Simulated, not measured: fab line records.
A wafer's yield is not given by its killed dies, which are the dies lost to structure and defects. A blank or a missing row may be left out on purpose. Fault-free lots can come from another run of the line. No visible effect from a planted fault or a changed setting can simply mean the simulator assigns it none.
Shared-tool check | flow nand-harc | Sampled: 2 lots, 6 wafers

THE REASON FOR OPENING IT
Flagged at NHARC_END_SORT_01: reading killed-at-array, on 2 of 2 lots. Wafers without a fault read 55, standard deviation 17.
Rule: a lot is flagged in two cases, either no wafer of it has a number, or all its wafers with numbers fall more than 4 standard deviations from that mean. As for the other lots, they are considered sound.

lot  | measured     | on        | killed-at-array, wafer by wafer | flag
L493 | day 30 07:34 | prober-01 | 671 672 674                     | FLAGGED
L495 | day 30 11:41 | prober-02 | 672 666 666                     | FLAGGED
The numbers of the flagged lots are 670 on average: +615 against the usual, or +36 standard deviations.

TOOL THAT RAN EACH LOT
4 process steps preceding the reading are held in the record, out of 1302 steps in the route. Every cell lists first the tool, next ch and the chambers used by the sampled wafers, and last the start.
lot  | flag    | NHARC_A_SLIT_ETCH_17             | NHARC_A_SLIT_ETCH_29               | NHARC_A_WL_FILL_ETCHBACK_04       | NHARC_A_WL_FILL_STRIP_29
L493 | FLAGGED | har-etch-01 ch 1, day 25 19:55   | rie-diel-12 ch 1,2,3, day 25 23:52 | rie-metal-01 ch 0,1, day 26 08:35 | rie-diel-05 ch 1,2, day 26 20:18
L495 | FLAGGED | har-etch-01 ch 0,1, day 26 00:25 | rie-diel-12 ch 0,1,3, day 26 05:00 | rie-metal-03 ch 0,1, day 26 13:13 | rie-diel-06 ch 0,1,3, day 26 23:47
What is done by these steps:
- NHARC_A_SLIT_ETCH_17: etches the open film in C4F8/O2/Ar, time 4254.5 s, target depth 20300 nm.
- NHARC_A_SLIT_ETCH_29: etches the open film in CF4/O2, target depth 100 nm, overetch 10 nm, time 55 s.
- NHARC_A_WL_FILL_ETCHBACK_04: etches the open film in NF3, target depth 60 nm, time 120 s.
- NHARC_A_WL_FILL_STRIP_29: strips in O2, time 20 s.
- NHARC_END_SORT_01

FLAGGED AGAINST TOTAL, ONE TOOL AT A TIME (gauges that did the reading follow at the end)
step                        | tool         | lots run | flagged | share of the flagged lots | sound lots run after its first flagged lot
NHARC_A_SLIT_ETCH_17        | har-etch-01  | 2        | 2       | all                       | 0
NHARC_A_SLIT_ETCH_29        | rie-diel-12  | 2        | 2       | all                       | 0
NHARC_A_WL_FILL_ETCHBACK_04 | rie-metal-01 | 1        | 1       | some                      | 0
NHARC_A_WL_FILL_ETCHBACK_04 | rie-metal-03 | 1        | 1       | some                      | 0
NHARC_A_WL_FILL_STRIP_29    | rie-diel-05  | 1        | 1       | some                      | 0
NHARC_A_WL_FILL_STRIP_29    | rie-diel-06  | 1        | 1       | some                      | 0
NHARC_END_SORT_01           | prober-01    | 1        | 1       | some                      | 0
NHARC_END_SORT_01           | prober-02    | 1        | 1       | some                      | 0

WHAT THE TABLE ALLOWS
har-etch-01 at NHARC_A_SLIT_ETCH_17 and rie-diel-12 at NHARC_A_SLIT_ETCH_29 are the 2 rows of the table that ran each flagged lot.
- har-etch-01 at NHARC_A_SLIT_ETCH_17: 2 of its 2 lots flagged. Because this sample shows no sound lot run on it before its first flagged lot, the start cannot be pinned down more closely.
- rie-diel-12 at NHARC_A_SLIT_ETCH_29: 2 of its 2 lots flagged. Because this sample shows no sound lot run on it before its first flagged lot, the start cannot be pinned down more closely.
Because each of these 2 tools fits a fault that began at some hour, counting lots does not separate them. More lots, or a look at what each step does to the wafer, might.

WHAT THE SIMULATOR PUT IN
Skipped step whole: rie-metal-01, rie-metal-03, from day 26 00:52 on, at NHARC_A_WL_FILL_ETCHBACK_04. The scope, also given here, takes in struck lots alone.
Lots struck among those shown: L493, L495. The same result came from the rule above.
